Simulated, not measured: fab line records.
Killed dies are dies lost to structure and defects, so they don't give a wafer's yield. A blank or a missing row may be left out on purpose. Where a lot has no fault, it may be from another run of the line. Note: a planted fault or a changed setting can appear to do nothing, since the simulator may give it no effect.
Split-lot experiment || flow n5 finfet || on a route of 1938 steps: 7 lots, 21 wafers read

## ON THE SPLIT
At N5_HKMG_FIN_CVD_62 (deposits a-Si from Si2H6, target thk 3 nm, time 20.8 s), the setting temp c was moved away from the recipe's 500 C on 3 of the 21 wafers read, by +3.1% to +4.2%. For the rest of the wafers, this setting stayed at what the recipe calls for.

The split's own step is where the reading is taken.

## THE READING
a-Si_of_HKMG_FIN_CVD_62.thk nm (the simulator's own value, which no gauge read), in nm, at N5_HKMG_FIN_CVD_62 (deposits a-Si from Si2H6, target thk 3 nm, time 20.8 s). There is no usual value for it anywhere in the file. Here, 18 wafers ran the recipe; their average is 3.0 nm with a standard deviation of 0.18 nm.

{"wafer": "L082.1", "tool, chamber at the split": "thermal cvd si-01, 2,0", "temp c as run, C": 500, "against the recipe": "recipe", "a-Si_of_HKMG_FIN_CVD_62.thk nm, nm": 3.2, "against lot-mates on the recipe": "-"}
{"wafer": "L082.4", "tool, chamber at the split": "thermal cvd si-01, 2,0", "temp c as run, C": 500, "against the recipe": "recipe", "a-Si_of_HKMG_FIN_CVD_62.thk nm, nm": 3.2, "against lot-mates on the recipe": "-"}
{"wafer": "L082.5", "tool, chamber at the split": "thermal cvd si-01, 2", "temp c as run, C": 500, "against the recipe": "recipe", "a-Si_of_HKMG_FIN_CVD_62.thk nm, nm": 3, "against lot-mates on the recipe": "-"}
{"wafer": "L083.1", "tool, chamber at the split": "thermal cvd si-02, 0,2", "temp c as run, C": 500, "against the recipe": "recipe", "a-Si_of_HKMG_FIN_CVD_62.thk nm, nm": 2.8, "against lot-mates on the recipe": "-"}
{"wafer": "L083.4", "tool, chamber at the split": "thermal cvd si-02, 0,2", "temp c as run, C": 500, "against the recipe": "recipe", "a-Si_of_HKMG_FIN_CVD_62.thk nm, nm": 2.8, "against lot-mates on the recipe": "-"}
{"wafer": "L083.3", "tool, chamber at the split": "thermal cvd si-02, 2", "temp c as run, C": 500, "against the recipe": "recipe", "a-Si_of_HKMG_FIN_CVD_62.thk nm, nm": 3, "against lot-mates on the recipe": "-"}
{"wafer": "L084.1", "tool, chamber at the split": "thermal cvd si-01, 1", "temp c as run, C": 500, "against the recipe": "recipe", "a-Si_of_HKMG_FIN_CVD_62.thk nm, nm": 3.2, "against lot-mates on the recipe": "-"}
{"wafer": "L084.6", "tool, chamber at the split": "thermal cvd si-01, 1", "temp c as run, C": 500, "against the recipe": "recipe", "a-Si_of_HKMG_FIN_CVD_62.thk nm, nm": 3.2, "against lot-mates on the recipe": "-"}
{"wafer": "L084.2", "tool, chamber at the split": "thermal cvd si-01, 2", "temp c as run, C": 520.8, "against the recipe": "+4.2%", "a-Si_of_HKMG_FIN_CVD_62.thk nm, nm": 5.6, "against lot-mates on the recipe": "+2.4"}
{"wafer": "L085.1", "tool, chamber at the split": "thermal cvd si-02, 0", "temp c as run, C": 500, "against the recipe": "recipe", "a-Si_of_HKMG_FIN_CVD_62.thk nm, nm": 2.8, "against lot-mates on the recipe": "-"}
{"wafer": "L085.4", "tool, chamber at the split": "thermal cvd si-02, 0", "temp c as run, C": 500, "against the recipe": "recipe", "a-Si_of_HKMG_FIN_CVD_62.thk nm, nm": 2.8, "against lot-mates on the recipe": "-"}
{"wafer": "L085.2", "tool, chamber at the split": "thermal cvd si-02, 1", "temp c as run, C": 500, "against the recipe": "recipe", "a-Si_of_HKMG_FIN_CVD_62.thk nm, nm": 3, "against lot-mates on the recipe": "-"}
{"wafer": "L087.1", "tool, chamber at the split": "thermal cvd si-02, 2,0", "temp c as run, C": 500, "against the recipe": "recipe", "a-Si_of_HKMG_FIN_CVD_62.thk nm, nm": 3, "against lot-mates on the recipe": "-"}
{"wafer": "L087.2", "tool, chamber at the split": "thermal cvd si-02, 2,0", "temp c as run, C": 500, "against the recipe": "recipe", "a-Si_of_HKMG_FIN_CVD_62.thk nm, nm": 3, "against lot-mates on the recipe": "-"}
{"wafer": "L087.5", "tool, chamber at the split": "thermal cvd si-02, 1", "temp c as run, C": 500, "against the recipe": "recipe", "a-Si_of_HKMG_FIN_CVD_62.thk nm, nm": 3.2, "against lot-mates on the recipe": "-"}
{"wafer": "L095.1", "tool, chamber at the split": "thermal cvd si-02, 2,0", "temp c as run, C": 515.7, "against the recipe": "+3.1%", "a-Si_of_HKMG_FIN_CVD_62.thk nm, nm": 4.6, "against lot-mates on the recipe": "+1.8"}
{"wafer": "L095.6", "tool, chamber at the split": "thermal cvd si-02, 2,0", "temp c as run, C": 515.7, "against the recipe": "+3.1%", "a-Si_of_HKMG_FIN_CVD_62.thk nm, nm": 4.6, "against lot-mates on the recipe": "+1.8"}
{"wafer": "L095.3", "tool, chamber at the split": "thermal cvd si-02, 1", "temp c as run, C": 500, "against the recipe": "recipe", "a-Si_of_HKMG_FIN_CVD_62.thk nm, nm": 2.8, "against lot-mates on the recipe": "-"}
{"wafer": "L097.1", "tool, chamber at the split": "thermal cvd si-02, 1", "temp c as run, C": 500, "against the recipe": "recipe", "a-Si_of_HKMG_FIN_CVD_62.thk nm, nm": 3, "against lot-mates on the recipe": "-"}
{"wafer": "L097.2", "tool, chamber at the split": "thermal cvd si-02, 2", "temp c as run, C": 500, "against the recipe": "recipe", "a-Si_of_HKMG_FIN_CVD_62.thk nm, nm": 3.4, "against lot-mates on the recipe": "-"}
{"wafer": "L097.4", "tool, chamber at the split": "thermal cvd si-02, 2", "temp c as run, C": 500, "against the recipe": "recipe", "a-Si_of_HKMG_FIN_CVD_62.thk nm, nm": 3.2, "against lot-mates on the recipe": "-"}
Rows listing several chambers each stand for several wafers; the file does not say which wafer went through which chamber.

FIT RESULTS
A straight line over all 21 wafers: a-Si_of_HKMG_FIN_CVD_62.thk nm changes by +0.555 nm for each +1% of temp c; r = +0.97; the points scatter about the line by 0.19 nm.
The same after taking each lot's own level away (the mean of its wafers on the recipe; 21 wafers): +0.575 nm for each +1%; r = +0.99; scatter 0.099 nm.
Per that fit: largest temp c move, reading shift of 2.4 nm.
The span of the lots' own levels, 2.80 to 3.20 nm, comes to 2.2 times the standard deviation stated above.
The two slopes are in agreement: the lot-to-lot level therefore moves the slope only a little.
Check: +2.38 nm against its lot-mates is what the line predicts for one of the wafers moved furthest among these (+4.2%) when that wafer is left out of the fit. Against them it came out at +2.4 nm.

## OTHER SPLITS APPLIED TO THESE WAFERS
Before the reading, these wafers also passed through other splits. Each is held against what the fit with the lots' levels taken away leaves over:
{"other split on the same wafers": "N5_HKMG_FIN_ETCH_58 source w", "wafers away from the commonest value": 5, "r with a-Si_of_HKMG_FIN_CVD_62.thk nm (lot level and that fit taken away)": "+0.11"}

## FILE'S OWN FIT
a-Si_of_HKMG_FIN_CVD_62.thk nm changes by +0.576 nm for each +1% of temp c, r = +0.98.
